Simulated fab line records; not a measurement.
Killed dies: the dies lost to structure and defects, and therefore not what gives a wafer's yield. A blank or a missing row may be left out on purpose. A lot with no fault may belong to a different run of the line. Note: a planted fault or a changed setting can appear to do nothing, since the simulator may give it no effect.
Which of the tools did it?	flow nand-harc	23 lots, 69 wafers sampled, at 6 steps of a route of 1302

== WHAT EACH GAUGE READ, for each wafer ==
The record lacks any reading of a measuring or inspecting step that a usual standard deviation could be used to judge.

== TOOL THAT RAN EACH LOT (tool first, then ch and the chambers of the sampled wafers, then the start) ==
lot	NHARC_A_STAIRCASE_TRIM_14	NHARC_A_STAIRCASE_ETCH_15	NHARC_A_STAIRCASE_TRIM_18	NHARC_A_STAIRCASE_DESCUM_186	NHARC_A_STAIRCASE_ETCH_201	NHARC_A_STAIRCASE_DESCUM_252
L074	rie-diel-11 ch 1,2,3, day 15 20:15 or earlier	rie-diel-11 ch 0,2, day 15 20:15 or earlier	rie-diel-11 ch 0,1, day 15 20:15 or earlier	rie-diel-11 ch 1,3, day 15 20:15	rie-diel-11 ch 0,1,2, day 16 08:02 or earlier	rie-diel-13 ch 1,2, day 16 08:02
L075	rie-diel-11 ch 0,3, day 16 09:07 or earlier	rie-diel-11 ch 0,2,3, day 16 09:07 or earlier	rie-diel-11 ch 1,3, day 16 09:07 or earlier	rie-diel-13 ch 0,1,2, day 16 09:07	rie-diel-13 ch 1,2,3, day 16 16:41 or earlier	rie-diel-13 ch 1,2, day 16 16:41
L076	rie-diel-13 ch 0,1,3, day 17 02:58 or earlier	rie-diel-13 ch 1,2,3, day 17 02:58 or earlier	rie-diel-13 ch 0,1,3, day 17 02:58 or earlier	rie-diel-11 ch 0,1,2, day 17 02:58	rie-diel-13 ch 0,1,3, day 17 10:22 or earlier	rie-diel-13 ch 0,1,3, day 17 10:22
L077	rie-diel-11 ch 0,2,3, day 17 03:15 or earlier	rie-diel-11 ch 0,2,3, day 17 03:15 or earlier	rie-diel-11 ch 1,2, day 17 03:15 or earlier	rie-diel-04 ch 1,2,3, day 17 03:15	rie-diel-11 ch 1,2,3, day 17 11:23 or earlier	rie-diel-13 ch 0,1,3, day 17 11:23
L078	rie-diel-11 ch 0,2,3, day 17 14:30 or earlier	rie-diel-11 ch 1,3, day 17 14:30 or earlier	rie-diel-11 ch 0,1,2, day 17 14:30 or earlier	rie-diel-11 ch 0,2,3, day 17 14:30	rie-diel-04 ch 1,2,3, day 17 21:55 or earlier	rie-diel-13 ch 1,3, day 17 21:55
L079	rie-diel-11 ch 0,1,3, day 18 15:16 or earlier	rie-diel-11 ch 0,3, day 18 15:16 or earlier	rie-diel-11 ch 0,1,3, day 18 15:16 or earlier	rie-diel-13 ch 2,3, day 18 15:16	rie-diel-13 ch 0,3, day 19 00:55 or earlier	rie-diel-04 ch 0,1,3, day 19 00:55
L080	rie-diel-11 ch 1,2, day 18 15:24 or earlier	rie-diel-11 ch 2,3, day 18 15:24 or earlier	rie-diel-11 ch 0,1,2, day 18 15:24 or earlier	rie-diel-04 ch 1,2, day 18 15:24	rie-diel-04 ch 0,1, day 18 23:29 or earlier	rie-diel-11 ch 0,1,3, day 18 23:29
L081	rie-diel-13 ch 0,3, day 19 00:06 or earlier	rie-diel-13 ch 0,2, day 19 00:06 or earlier	rie-diel-13 ch 0,3, day 19 00:06 or earlier	rie-diel-11 ch 0,1, day 19 00:06	rie-diel-04 ch 2,3, day 19 09:53 or earlier	rie-diel-04 ch 2,3, day 19 09:53
L082	rie-diel-04 ch 0,1,2, day 19 09:31 or earlier	rie-diel-04 ch 0,2,3, day 19 09:31 or earlier	rie-diel-04 ch 2,3, day 19 09:31 or earlier	rie-diel-04 ch 2,3, day 19 09:31	rie-diel-04 ch 0,1, day 19 18:23 or earlier	rie-diel-04 ch 0,1,3, day 19 18:23
L083	rie-diel-13 ch 2,3, day 19 19:49 or earlier	rie-diel-13 ch 0,2, day 19 19:49 or earlier	rie-diel-13 ch 2,3, day 19 19:49 or earlier	rie-diel-11 ch 1,2,3, day 19 19:49	rie-diel-11 ch 0,1,3, day 20 03:41 or earlier	rie-diel-13 ch 1,3, day 20 03:41
L084	rie-diel-13 ch 1,2, day 20 05:48 or earlier	rie-diel-13 ch 0,2,3, day 20 05:48 or earlier	rie-diel-13 ch 0,3, day 20 05:48 or earlier	rie-diel-13 ch 2,3, day 20 05:48	rie-diel-13 ch 0,1,3, day 20 13:58 or earlier	rie-diel-04 ch 1,2, day 20 13:58
L085	rie-diel-13 ch 0,2,3, day 20 06:13 or earlier	rie-diel-13 ch 0,3, day 20 06:13 or earlier	rie-diel-13 ch 0,1,3, day 20 06:13 or earlier	rie-diel-13 ch 0,3, day 20 06:13	rie-diel-13 ch 0,3, day 20 14:55 or earlier	rie-diel-11 ch 1,2, day 20 14:55
L087	rie-diel-04 ch 0,3, day 20 20:07 or earlier	rie-diel-04 ch 0,2,3, day 20 20:07 or earlier	rie-diel-04 ch 0,1,3, day 20 20:07 or earlier	rie-diel-11 ch 2,3, day 20 20:07	rie-diel-11 ch 0,1,3, day 21 03:22 or earlier	rie-diel-13 ch 0,2,3, day 21 03:22
L086	rie-diel-04 ch 0,1,3, day 20 20:40 or earlier	rie-diel-04 ch 0,3, day 20 20:40 or earlier	rie-diel-04 ch 0,1,3, day 20 20:40 or earlier	rie-diel-13 ch 1,2,3, day 20 20:40	rie-diel-13 ch 0,2,3, day 21 05:08 or earlier	rie-diel-13 ch 0,2,3, day 21 05:08
L088	rie-diel-04 ch 0,1,3, day 21 19:39 or earlier	rie-diel-04 ch 1,2,3, day 21 19:39 or earlier	rie-diel-04 ch 1,3, day 21 19:39 or earlier	rie-diel-11 ch 1,2, day 21 19:39	rie-diel-13 ch 0,1, day 22 03:03 or earlier	rie-diel-13 ch 1,2, day 22 03:03
L089	rie-diel-13 ch 1,2, day 22 12:41 or earlier	rie-diel-13 ch 0,2,3, day 22 12:41 or earlier	rie-diel-13 ch 0,3, day 22 12:41 or earlier	rie-diel-11 ch 2,3, day 22 12:41	rie-diel-11 ch 0,2, day 22 20:19 or earlier	rie-diel-04 ch 1,2,3, day 22 20:19
L090	rie-diel-13 ch 1,2, day 22 12:50 or earlier	rie-diel-13 ch 1,2, day 22 12:50 or earlier	rie-diel-13 ch 0,1,2, day 22 12:50 or earlier	rie-diel-13 ch 2,3, day 22 12:50	rie-diel-13 ch 1,2,3, day 22 20:56 or earlier	rie-diel-04 ch 0,2,3, day 22 20:56
L092	rie-diel-11 ch 0,1, day 23 14:56 or earlier	rie-diel-11 ch 0,2,3, day 23 14:56 or earlier	rie-diel-11 ch 0,3, day 23 14:56 or earlier	rie-diel-11 ch 0,3, day 23 14:56	rie-diel-11 ch 0,1,2, day 23 23:19 or earlier	rie-diel-04 ch 0,1,3, day 23 23:19
L091	rie-diel-13 ch 2,3, day 23 15:02 or earlier	rie-diel-13 ch 0,2, day 23 15:02 or earlier	rie-diel-13 ch 0,2,3, day 23 15:02 or earlier	rie-diel-11 ch 0,2, day 23 15:02	rie-diel-04 ch 0,3, day 23 23:48 or earlier	rie-diel-04 ch 0,1,3, day 23 23:48
L094	rie-diel-04 ch 0,1, day 25 08:01 or earlier	rie-diel-04 ch 0,1, day 25 08:01 or earlier	rie-diel-04 ch 0,1, day 25 08:01 or earlier	rie-diel-04 ch 0,1, day 25 08:01	rie-diel-13 ch 1,2,3, day 25 17:11 or earlier	rie-diel-04 ch 0,2,3, day 25 17:11
L095	rie-diel-11 ch 0,1,3, day 25 07:12 or earlier	rie-diel-11 ch 0,2, day 25 07:12 or earlier	rie-diel-11 ch 0,1,2, day 25 07:12 or earlier	rie-diel-13 ch 1,3, day 25 07:12	rie-diel-11 ch 0,1, day 25 14:42 or earlier	rie-diel-04 ch 0,1,3, day 25 14:42
L096	rie-diel-04 ch 0,1, day 25 14:23 or earlier	rie-diel-04 ch 0,1, day 25 14:23 or earlier	rie-diel-04 ch 0,1, day 25 14:23 or earlier	rie-diel-11 ch 1,2,3, day 25 14:23	rie-diel-04 ch 0,2,3, day 25 22:22 or earlier	rie-diel-11 ch 0,1,3, day 25 22:22
L097	rie-diel-04 ch 0,1,3, day 26 01:26 or earlier	rie-diel-04 ch 2,3, day 26 01:26 or earlier	rie-diel-04 ch 1,2, day 26 01:26 or earlier	rie-diel-11 ch 0,3, day 26 01:26	rie-diel-04 ch 0,3, day 26 08:37 or earlier	rie-diel-04 ch 0,1,2, day 26 08:37
- NHARC_A_STAIRCASE_TRIM_14: chemistry O2, time 211.2 s.
- NHARC_A_STAIRCASE_ETCH_15: etches the open film in C4F8/O2, target depth 100 nm, time 40.5 s.
- NHARC_A_STAIRCASE_TRIM_18: chemistry O2, time 211.2 s.
- NHARC_A_STAIRCASE_DESCUM_186: chemistry O2, time 3 s.
- NHARC_A_STAIRCASE_ETCH_201: etches the open film in C4F8/O2, target depth 100 nm, time 40.5 s.
- NHARC_A_STAIRCASE_DESCUM_252: chemistry O2, time 3 s.

== WHAT THE TOOLS THEMSELVES READ (means of the sampled wafers that have a number; where no wafer has one, the mark that the record gives instead) ==
NHARC_A_STAIRCASE_TRIM_14. Usual: drypump-motor-current-A 5.7 A, standard deviation 0.46; oes-product-au 0.999 a.u., standard deviation 0.0097; rf-vpp-V 57.8 V, standard deviation 0.97; showerhead-plenum-p-Torr 3.55 Torr, standard deviation 0.17; throttle-valve-pct 17.036 %, standard deviation 0.0096.
lot	tool	drypump-motor-current-A (A)	oes-product-au (a.u.)	rf-vpp-V (V)	showerhead-plenum-p-Torr (Torr)	throttle-valve-pct (%)	flag
L074	rie-diel-11	5.6	0.995	57.8	3.64	17.034	
L075	rie-diel-11	5.4	1.001	58.0	3.60	17.028	
L076	rie-diel-13	5.9	1.007	57.8	3.53	17.036	
L077	rie-diel-11	5.6	1.001	57.1	3.59	17.044	
L078	rie-diel-11	5.6	1.004	58.2	3.58	17.032	
L079	rie-diel-11	5.5	0.998	58.7	3.48	17.044	
L080	rie-diel-11	5.8	0.989	57.8	3.62	17.036	
L081	rie-diel-13	6.2	1.006	58.1	3.44	17.035	
L082	rie-diel-04	5.5	0.994	56.9	3.49	17.042	
L083	rie-diel-13	5.9	1.004	57.6	3.52	17.039	
L084	rie-diel-13	5.3	0.997	57.6	3.72	17.032	
L085	rie-diel-13	6.0	1.005	58.0	3.47	17.051	
L087	rie-diel-04	5.6	0.994	58.1	3.40	17.039	
L086	rie-diel-04	5.5	1.002	58.4	3.50	17.021	
L088	rie-diel-04	5.5	1.004	58.0	3.50	17.031	
L089	rie-diel-13	5.3	0.991	58.0	3.70	17.037	
L090	rie-diel-13	5.4	0.997	58.4	3.66	17.031	
L092	rie-diel-11	5.7	0.994	57.4	3.52	17.031	
L091	rie-diel-13	5.9	1.013	57.7	3.68	17.038	
L094	rie-diel-04	5.4	0.999	58.1	3.59	17.039	
L095	rie-diel-11	5.5	0.989	58.5	3.63	17.034	
L096	rie-diel-04	5.9	1.005	57.7	3.56	17.034	
L097	rie-diel-04	5.5	0.995	57.7	3.49	17.042	

NHARC_A_STAIRCASE_ETCH_15. Usual: oes-product-au 0.940 a.u., standard deviation 0.011; rf-vpp-V 897 V, standard deviation 6.4.
lot	tool	oes-product-au (a.u.)	rf-vpp-V (V)	flag
L074	rie-diel-11	0.953	892	
L075	rie-diel-11	0.934	898	
L076	rie-diel-13	0.952	897	
L077	rie-diel-11	0.947	898	
L078	rie-diel-11	0.945	900	
L079	rie-diel-11	0.935	899	
L080	rie-diel-11	0.930	904	
L081	rie-diel-13	0.949	899	
L082	rie-diel-04	0.929	892	
L083	rie-diel-13	0.949	896	
L084	rie-diel-13	0.944	893	
L085	rie-diel-13	0.943	890	
L087	rie-diel-04	0.938	890	
L086	rie-diel-04	0.936	894	
L088	rie-diel-04	0.939	891	
L089	rie-diel-13	0.932	894	
L090	rie-diel-13	0.916	902	
L092	rie-diel-11	0.933	904	
L091	rie-diel-13	0.952	897	
L094	rie-diel-04	0.939	897	
L095	rie-diel-11	0.943	903	
L096	rie-diel-04	0.940	897	
L097	rie-diel-04	0.927	894	

NHARC_A_STAIRCASE_TRIM_18. Usual: drypump-motor-current-A 5.7 A, standard deviation 0.46; oes-product-au 0.999 a.u., standard deviation 0.0092; rf-vpp-V 57.8 V, standard deviation 1; showerhead-plenum-p-Torr 3.54 Torr, standard deviation 0.18; throttle-valve-pct 17.035 %, standard deviation 0.0098.
lot	tool	drypump-motor-current-A (A)	oes-product-au (a.u.)	rf-vpp-V (V)	showerhead-plenum-p-Torr (Torr)	throttle-valve-pct (%)	flag
L074	rie-diel-11	5.7	0.998	56.9	3.33	17.029	
L075	rie-diel-11	5.5	1.006	58.2	3.53	17.034	
L076	rie-diel-13	5.9	1.008	57.6	3.53	17.028	
L077	rie-diel-11	5.8	0.993	58.5	3.62	17.035	
L078	rie-diel-11	5.7	0.996	57.2	3.47	17.041	
L079	rie-diel-11	5.5	1.002	57.1	3.48	17.038	
L080	rie-diel-11	5.7	0.996	58.4	3.47	17.032	
L081	rie-diel-13	6.3	1.009	57.8	3.36	17.030	
L082	rie-diel-04	5.3	0.986	56.1	3.30	17.039	
L083	rie-diel-13	6.1	1.004	57.3	3.40	17.031	
L084	rie-diel-13	6.3	1.007	57.7	3.36	17.040	
L085	rie-diel-13	5.9	1.005	58.5	3.52	17.044	
L087	rie-diel-04	5.5	1.005	58.4	3.50	17.040	
L086	rie-diel-04	5.5	1.006	57.0	3.50	17.036	
L088	rie-diel-04	5.1	0.988	57.6	3.42	17.034	
L089	rie-diel-13	6.2	1.000	57.9	3.42	17.025	
L090	rie-diel-13	5.6	0.992	56.7	3.62	17.045	
L092	rie-diel-11	5.5	0.987	58.5	3.77	17.039	
L091	rie-diel-13	6.0	1.008	57.7	3.64	17.050	
L094	rie-diel-04	5.9	1.003	58.2	3.56	17.027	
L095	rie-diel-11	5.7	1.001	58.6	3.62	17.038	
L096	rie-diel-04	5.4	1.000	57.6	3.59	17.039	
L097	rie-diel-04	5.1	1.000	57.6	3.68	17.034	

NHARC_A_STAIRCASE_DESCUM_186. Usual: drypump-motor-current-A 5.7 A, standard deviation 0.41; oes-product-au 0.999 a.u., standard deviation 0.0088; rf-vpp-V 57.9 V, standard deviation 0.88; showerhead-plenum-p-Torr 1.94 Torr, standard deviation 0.11; throttle-valve-pct 11.313 %, standard deviation 0.0088.
lot	tool	drypump-motor-current-A (A)	oes-product-au (a.u.)	rf-vpp-V (V)	showerhead-plenum-p-Torr (Torr)	throttle-valve-pct (%)	flag
L074	rie-diel-11	5.5	1.000	57.3	1.92	11.311	
L075	rie-diel-13	5.6	1.003	58.1	1.98	11.315	
L076	rie-diel-11	5.7	0.991	57.8	1.88	11.314	
L077	rie-diel-04	5.2	1.004	57.2	1.85	11.312	
L078	rie-diel-11	5.6	0.994	58.5	1.95	11.314	
L079	rie-diel-13	5.9	1.009	57.2	1.91	11.319	
L080	rie-diel-04	5.1	1.009	57.8	1.91	11.310	
L081	rie-diel-11	5.7	1.002	57.1	1.81	11.315	
L082	rie-diel-04	5.2	0.988	57.3	1.79	11.314	
L083	rie-diel-11	5.5	0.996	57.5	1.97	11.317	
L084	rie-diel-13	5.9	1.001	57.9	1.90	11.313	
L085	rie-diel-13	6.3	1.003	58.3	1.81	11.312	
L087	rie-diel-11	5.6	0.990	58.3	2.03	11.320	
L086	rie-diel-13	5.7	1.001	57.8	1.93	11.299	
L088	rie-diel-11	5.8	1.002	57.8	1.96	11.309	
L089	rie-diel-11	5.4	1.002	58.0	2.03	11.313	
L090	rie-diel-13	5.9	0.996	57.6	1.90	11.314	
L092	rie-diel-11	5.5	0.996	58.4	2.06	11.308	
L091	rie-diel-11	5.8	1.003	58.2	2.03	11.320	
L094	rie-diel-04	5.4	1.006	58.4	1.95	11.318	
L095	rie-diel-13	6.0	0.999	58.4	2.06	11.309	
L096	rie-diel-11	5.6	0.995	57.6	1.95	11.317	
L097	rie-diel-11	5.5	1.006	57.9	2.05	11.303	

NHARC_A_STAIRCASE_ETCH_201. Usual: oes-product-au 0.941 a.u., standard deviation 0.012; rf-vpp-V 897 V, standard deviation 6.6.
lot	tool	oes-product-au (a.u.)	rf-vpp-V (V)	flag
L074	rie-diel-11	0.939	894	
L075	rie-diel-13	0.951	896	
L076	rie-diel-13	0.962	896	
L077	rie-diel-11	0.940	899	
L078	rie-diel-04	0.953	892	
L079	rie-diel-13	0.937	890	
L080	rie-diel-04	0.943	897	
L081	rie-diel-04	0.940	888	
L082	rie-diel-04	0.944	900	
L083	rie-diel-11	0.933	901	
L084	rie-diel-13	0.937	895	
L085	rie-diel-13	0.944	889	
L087	rie-diel-11	0.947	899	
L086	rie-diel-13	0.943	894	
L088	rie-diel-13	0.940	902	
L089	rie-diel-11	0.942	904	
L090	rie-diel-13	0.946	896	
L092	rie-diel-11	0.936	900	
L091	rie-diel-04	0.940	893	
L094	rie-diel-13	0.941	902	
L095	rie-diel-11	0.931	899	
L096	rie-diel-04	0.928	896	
L097	rie-diel-04	0.926	890	

NHARC_A_STAIRCASE_DESCUM_252. Usual: drypump-motor-current-A 5.6 A, standard deviation 0.5; oes-product-au 0.998 a.u., standard deviation 0.0096; rf-vpp-V 57.7 V, standard deviation 0.9; showerhead-plenum-p-Torr 1.92 Torr, standard deviation 0.1; throttle-valve-pct 11.311 %, standard deviation 0.0089.
lot	tool	drypump-motor-current-A (A)	oes-product-au (a.u.)	rf-vpp-V (V)	showerhead-plenum-p-Torr (Torr)	throttle-valve-pct (%)	flag
L074	rie-diel-13	5.3	0.994	58.8	2.03	11.310	
L075	rie-diel-13	5.4	1.002	58.0	2.01	11.321	
L076	rie-diel-13	5.9	1.005	58.1	1.92	11.311	
L077	rie-diel-13	5.9	1.005	57.9	1.92	11.307	
L078	rie-diel-13	5.5	0.991	57.4	1.96	11.312	
L079	rie-diel-04	5.5	0.989	58.5	1.90	11.314	
L080	rie-diel-11	5.5	1.000	57.8	1.88	11.303	
L081	rie-diel-04	5.3	0.993	57.4	1.78	11.304	
L082	rie-diel-04	5.5	0.992	57.2	1.90	11.310	
L083	rie-diel-13	6.0	0.995	58.3	1.86	11.310	
L084	rie-diel-04	5.1	1.010	56.7	1.90	11.310	
L085	rie-diel-11	5.7	1.004	58.1	1.90	11.306	
L087	rie-diel-13	6.0	1.000	57.3	1.88	11.307	
L086	rie-diel-13	6.0	1.004	57.4	1.88	11.317	
L088	rie-diel-13	5.3	0.991	57.9	2.02	11.306	
L089	rie-diel-04	5.2	0.996	57.7	1.84	11.313	
L090	rie-diel-04	5.6	0.995	57.7	1.82	11.313	
L092	rie-diel-04	5.5	0.987	57.5	1.89	11.306	
L091	rie-diel-04	5.5	0.999	57.2	1.89	11.313	
L094	rie-diel-04	5.6	0.990	57.0	1.93	11.311	
L095	rie-diel-04	5.5	0.999	58.0	1.89	11.310	
L096	rie-diel-11	5.5	0.989	58.1	1.97	11.312	
L097	rie-diel-04	5.5	1.005	57.8	1.98	11.314	

== THE ANSWER, worked out from the rows above alone ==
Rule: take the mean of a lot's wafers that have a number; if it is more than 3 standard deviations from the usual mean, the lot is off. Also off: a lot with no number at a reading for which 4 or more lots have one. The other lots that the step has rows for count as sound. After the gauges, taken in route order, come the tools' own readings; for these a lot's mean is taken, as printed above. At the first step where some lot is off, the reading lying furthest off is the one used; lots without a number count as furthest.
No lot is off on any of the readings shown, so nothing can be concluded from this.

== WHAT HAD BEEN PUT IN BY THE SIMULATOR ==
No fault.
